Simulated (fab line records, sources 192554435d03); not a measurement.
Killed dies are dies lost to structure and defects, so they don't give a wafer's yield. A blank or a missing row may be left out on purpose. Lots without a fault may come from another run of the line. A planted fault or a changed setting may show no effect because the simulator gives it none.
Which tool did it? | flow n5_finfet | 9 lots, 23 wafers sampled, at 7 steps of a route of 1938

WHAT THE GAUGES READ, wafer by wafer
N5_BEOL_M4_RC_MEAS_101. Usual: DIBL_N 36.3 mV/V, standard deviation 2.2; DIBL_P 36.0 mV/V, standard deviation 2.4; IOFF_N 0.16 nA/um, standard deviation 0.042; IOFF_P 0.22 nA/um, standard deviation 0.041; ION_N 672 uA/um, standard deviation 14; ION_P 462 uA/um, standard deviation 7.9; SS_N 71.7 mV/dec, standard deviation 0.76; SS_P 73.3 mV/dec, standard deviation 0.72; VT_N 250 mV, standard deviation 3.6; VT_P -249 mV, standard deviation 3.
lot  | measured     | on        | DIBL_N (mV/V)  | DIBL_P (mV/V)  | IOFF_N (nA/um) | IOFF_P (nA/um) | ION_N (uA/um) | ION_P (uA/um) | SS_N (mV/dec)  | SS_P (mV/dec)  | VT_N (mV)   | VT_P (mV)      | flag
L954 | day 7 23:23  | prober-02 | 37.2 36.3      | 38.0 36.5      | 0.19 0.16      | 0.24 0.21      | 680 661       | 463 459       | 72.1 71.8      | 74.9 73.9      | 245 253     | -252 -251      |
L960 | day 9 13:12  | prober-01 | 32.6 35.4 35.2 | 30.9 35.6 34.7 | 0.10 0.16 0.14 | 0.14 0.20 0.18 | 651 671 661   | 450 460 454   | 71.1 71.6 72.3 | 71.5 72.7 72.0 | 256 248 248 | -253 -250 -250 |
L962 | day 9 18:18  | prober-01 | 34.6 36.1 37.9 | 33.0 34.1 36.8 | 0.11 0.13 0.17 | 0.17 0.19 0.24 | 662 663 689   | 458 458 470   | 70.9 71.0 72.2 | 72.2 72.6 72.9 | 253 253 250 | -253 -250 -246 |
L963 | day 9 21:43  | prober-01 | 35.3 34.7      | 34.9 34.5      | 0.14 0.12      | 0.18 0.17      | 674 661       | 457 461       | 71.3 71.5      | 73.5 72.8      | 252 255     | -254 -252      |
L964 | day 10 06:27 | prober-02 | 37.8 39.7      | 35.5 37.4      | 0.18 0.20      | 0.22 0.23      | 675 680       | 464 461       | 72.2 72.5      | 73.7 73.3      | 250 249     | -248 -248      |
L966 | day 11 03:26 | prober-02 | 40.4 36.1 36.4 | 38.4 35.9 36.5 | 0.35 0.17 0.17 | 0.28 0.22 0.23 | 682 662 650   | 459 457 448   | 75.0 71.7 72.5 | 73.8 73.2 73.4 | 244 249 250 | -248 -250 -252 |
L969 | day 11 09:41 | prober-02 | 34.4 33.5      | 35.2 34.2      | 0.16 0.14      | 0.24 0.22      | 671 668       | 466 464       | 72.1 70.8      | 73.3 72.4      | 250 252     | -245 -246      |
L974 | day 14 04:23 | prober-02 | 36.8 36.5 36.3 | 37.1 38.0 37.4 | 0.18 0.20 0.18 | 0.24 0.26 0.23 | 679 706 692   | 464 483 467   | 72.0 71.7 71.8 | 73.5 73.3 73.1 | 247 243 248 | -248 -245 -246 |
L976 | day 14 04:40 | prober-01 | 39.2 38.6 38.5 | 37.0 38.2 37.3 | 0.23 0.20 0.20 | 0.21 0.22 0.21 | 668 685 688   | 447 460 454   | 74.3 72.2 72.5 | 73.7 73.6 73.6 | 251 249 250 | -253 -251 -250 |

N5_BEOL_M11_OVL_MEAS_29. Usual: V10_OVL -0.2 nm, standard deviation 0.68.
lot  | measured     | on         | V10_OVL (nm)   | flag
L954 | day 10 11:08 | overlay-02 | -1.0 -0.7      |
L960 | day 11 18:34 | overlay-01 | 1.2 0.7 1.6    |
L962 | day 12 01:55 | overlay-01 | 0.6 0.3 -0.6   |
L963 | day 12 14:49 | overlay-01 | 0.0 0.6        |
L964 | day 12 17:47 | overlay-01 | -0.4 0.8       |
L966 | day 13 17:45 | overlay-01 | -0.7 -0.2 0.2  |
L969 | day 14 02:41 | overlay-02 | -0.7 -0.3      |
L974 | day 17 03:46 | overlay-01 | -0.4 0.4 -0.1  |
L976 | day 17 03:56 | overlay-01 | -1.8 -0.1 -0.5 |

N5_BEOL_M11_THK_MEAS_53: measures by xrf. Usual: M11_THK 139.9 nm, standard deviation 2.8.
lot  | measured     | on            | M11_THK (nm)      | flag
L954 | day 10 16:38 | film_metro-01 | 147.0 137.2       |
L960 | day 11 22:01 | film_metro-01 | 142.4 139.1 142.1 |
L962 | day 12 05:40 | film_metro-02 | 134.8 139.4 136.9 |
L963 | day 12 17:34 | film_metro-01 | 259.5 262.3       | OFF
L964 | day 12 22:08 | film_metro-01 | 273.4 245.9       | OFF
L966 | day 13 20:22 | film_metro-01 | 138.6 139.0 139.2 |
L969 | day 14 06:01 | film_metro-01 | 137.7 265.6       | OFF
L974 | day 17 06:50 | film_metro-01 | 138.4 136.9 138.8 |
L976 | day 17 08:17 | film_metro-01 | 137.1 138.1 136.9 |

N5_BEOL_M11_INSPECT_58: inspects for defects (darkfield). Usual: raw_defect_count 73, standard deviation 23.
lot  | measured     | on                | raw_defect_count | flag
L954 | day 10 16:49 | defect_inspect-02 | 64 73            |
L960 | day 11 22:10 | defect_inspect-02 | 32 78 86         |
L962 | day 12 05:49 | defect_inspect-02 | 80 98 91         |
L963 | day 12 17:43 | defect_inspect-01 | 1061 1111        | OFF
L964 | day 12 22:17 | defect_inspect-02 | 1094 1073        | OFF
L966 | day 13 20:31 | defect_inspect-01 | 47 73 82         |
L969 | day 14 06:10 | defect_inspect-01 | 83 1063          | OFF
L974 | day 17 07:01 | defect_inspect-02 | 101 73 82        |
L976 | day 17 08:26 | defect_inspect-02 | 63 86 45         |

WHICH TOOL RAN EACH LOT (tool, then ch and the chambers of the sampled wafers, then the start)
lot  | N5_BEOL_M11_ETCH_66                | N5_BEOL_M11_CMP_52            | N5_BEOL_M11_DEP_56
L954 | rie_diel-06 ch 0,3, day 10 11:17   | cmp-01 ch 0,2, day 10 16:23   | pecvd-04 ch 1,2, day 10 16:43
L960 | rie_diel-04 ch 1,2,3, day 11 19:07 | cmp-01 ch 0,1,3, day 11 21:48 | pecvd-04 ch 0,1,2, day 11 22:05
L962 | rie_diel-02 ch 1,3, day 12 02:04   | cmp-01 ch 0,1,2, day 12 05:25 | pecvd-02 ch 0,2, day 12 05:44
L963 | rie_diel-06 ch 0, day 12 14:58     | cmp-01 ch 0,2, day 12 17:23   | pecvd-02 ch 0,2, day 12 17:39
L964 | rie_diel-02 ch 0,3, day 12 18:14   | cmp-01 ch 0,2, day 12 21:55   | pecvd-02 ch 0,1, day 12 22:12
L966 | rie_diel-04 ch 1,3, day 13 17:54   | cmp-04 ch 0,1,2, day 13 20:06 | pecvd-04 ch 1,2, day 13 20:25
L969 | rie_diel-04 ch 0,3, day 14 02:49   | cmp-01 ch 0,1, day 14 05:46   | pecvd-03 ch 0,1, day 14 06:05
L974 | rie_diel-02 ch 1,3, day 17 04:01   | cmp-04 ch 1,2, day 17 06:32   | pecvd-04 ch 0,2, day 17 06:55
L976 | rie_diel-04 ch 0,1, day 17 04:19   | cmp-04 ch 1,2,3, day 17 08:06 | pecvd-02 ch 0,1,2, day 17 08:21
- N5_BEOL_M11_ETCH_66: etches SOC in N2/H2, target depth 120 nm, overetch 24 nm, time 180 s.
- N5_BEOL_M11_CMP_52: polishes, stops on SiCOH lowk, t overpolish 7 s, target thk 140 nm.
- N5_BEOL_M11_DEP_56: deposits SiCN from 3MS/NH3, target thk 30 nm, time 10.5 s.

WHAT THE TOOLS THEMSELVES READ (means of the sampled wafers that have a number; where no wafer has one, the mark that the record gives instead)
N5_BEOL_M11_ETCH_66. Usual: chamber_pressure_mTorr 30.002 mTorr, standard deviation 0.027; drypump_motor_current_A 5.5 A, standard deviation 0.48; oes_product_au 0.62 a.u., standard deviation 0.051; rf_vpp_V 524.2 V, standard deviation 1.8; showerhead_plenum_p_Torr 2.55 Torr, standard deviation 0.061; throttle_valve_pct 17.91 %, standard deviation 0.18.
lot  | tool        | chamber_pressure_mTorr (mTorr) | drypump_motor_current_A (A) | oes_product_au (a.u.) | rf_vpp_V (V) | showerhead_plenum_p_Torr (Torr) | throttle_valve_pct (%) | flag
L954 | rie_diel-06 | 30.024                         | 5.6                         | 0.64                  | 522.2        | 2.51                            | 17.74                  |
L960 | rie_diel-04 | 29.997                         | 5.5                         | 0.64                  | 524.3        | 2.55                            | 17.84                  |
L962 | rie_diel-02 | 30.003                         | 5.2                         | 0.60                  | 525.2        | 2.61                            | 17.86                  |
L963 | rie_diel-06 | 29.997                         | 4.9                         | 0.75                  | 522.8        | 2.51                            | 17.29                  | OFF
L964 | rie_diel-02 | 30.015                         | 5.1                         | 0.57                  | 524.8        | 2.58                            | 18.05                  |
L966 | rie_diel-04 | 30.013                         | 5.8                         | 0.61                  | 525.4        | 2.61                            | 17.84                  |
L969 | rie_diel-04 | 30.026                         | 5.2                         | 0.62                  | 524.5        | 2.55                            | 17.77                  |
L974 | rie_diel-02 | 30.047                         | 5.5                         | 0.59                  | 524.3        | 2.57                            | 17.94                  |
L976 | rie_diel-04 | 30.020                         | 5.8                         | 0.59                  | 525.3        | 2.59                            | 17.88                  |

N5_BEOL_M11_CMP_52. Usual: barrier_field_endpoint_s 29.1 s, standard deviation 0.77; clearing_platen_rpm 49.997 rpm, standard deviation 0.027; motor_current_A 5.8 A, standard deviation 0.79; overpolish_run_s 7.000 s, standard deviation 0.0089; retaining_ring_pressure_frac 1.000, standard deviation 0.0049; time_to_endpoint_s 67 s, standard deviation 3.6.
lot  | tool   | barrier_field_endpoint_s (s) | clearing_platen_rpm (rpm) | motor_current_A (A) | overpolish_run_s (s) | retaining_ring_pressure_frac | time_to_endpoint_s (s) | flag
L954 | cmp-01 | 29.8                         | 49.983                    | 6.6                 | 6.993                | 1.006                        | 68                     |
L960 | cmp-01 | 29.4                         | 49.983                    | 6.1                 | 7.000                | 1.002                        | 69                     |
L962 | cmp-01 | 28.9                         | 50.017                    | 6.3                 | 6.999                | 0.995                        | 68                     |
L963 | cmp-01 | 46.8                         | 50.013                    | 6.5                 | 0.036                | 1.000                        | 86                     | OFF
L964 | cmp-01 | 46.8                         | 50.003                    | 6.5                 | 0.035                | 1.002                        | 84                     | OFF
L966 | cmp-04 | 28.2                         | 50.014                    | 5.7                 | 7.007                | 0.998                        | 65                     |
L969 | cmp-01 | 38.1                         | 49.987                    | 6.0                 | 3.514                | 1.002                        | 72                     | OFF
L974 | cmp-04 | 28.2                         | 50.009                    | 6.3                 | 7.006                | 1.005                        | 63                     |
L976 | cmp-04 | 28.4                         | 50.007                    | 5.7                 | 7.010                | 1.002                        | 61                     |

N5_BEOL_M11_DEP_56. Usual: showerhead_plenum_p_Torr 4.165 Torr, standard deviation 0.027; throttle_valve_pct 18.3 %, standard deviation 1.4.
lot  | tool     | showerhead_plenum_p_Torr (Torr) | throttle_valve_pct (%) | flag
L954 | pecvd-04 | 4.156                           | 18.5                   |
L960 | pecvd-04 | 4.156                           | 19.2                   |
L962 | pecvd-02 | 4.146                           | 17.1                   |
L963 | pecvd-02 | 4.151                           | 16.8                   |
L964 | pecvd-02 | 4.147                           | 18.2                   |
L966 | pecvd-04 | 4.150                           | 18.7                   |
L969 | pecvd-03 | 4.204                           | 19.5                   |
L974 | pecvd-04 | 4.155                           | 19.6                   |
L976 | pecvd-02 | 4.156                           | 17.7                   |

THE ANSWER, worked out from the rows above alone
Rule: a lot is off if the mean of its wafers that have a number lies more than 3 standard deviations from the usual mean. A lot without any number at a reading at which 4 lots or more have one is off too. The other lots that the step has rows for count as sound. The gauges are gone through in route order, then the tools' own readings, and for those a lot's mean is taken as printed above. The first step at which some lot is off is used, and at that step the reading that is off furthest; a lot without a number counts as furthest.
Off: L963, L964, L969, at N5_BEOL_M11_THK_MEAS_53 (M11_THK).
A tool fits if, at a process step before that reading, it ran every lot that is off, and no sound lot after the first of them. The gauges at N5_BEOL_M11_THK_MEAS_53 aren't tried: what is off there is off at N5_BEOL_M11_INSPECT_58 too, on other tools, and a gauge's error can't cause that. One fits: cmp-01 at N5_BEOL_M11_CMP_52. Its last sound lot is L962 (day 12 05:25), its first lot that is off L963 (day 12 17:23): a fault that began between those two fits.
The tool's own readings at N5_BEOL_M11_CMP_52 bear it out: on the lots that are off they differ by more than 5 times the standard deviation of the sound lots' means. barrier_field_endpoint_s reads 43.9 s there against 28.8 s on the sound lots; overpolish_run_s reads 1.195 s there against 7.002 s on the sound lots; time_to_endpoint_s reads 81 s there against 66 s on the sound lots.

WHAT THE SIMULATOR HAD PUT IN
Process parameter drift: cmp-01, from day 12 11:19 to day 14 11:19, at N5_BEOL_M11_CMP_52. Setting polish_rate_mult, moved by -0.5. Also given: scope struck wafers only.
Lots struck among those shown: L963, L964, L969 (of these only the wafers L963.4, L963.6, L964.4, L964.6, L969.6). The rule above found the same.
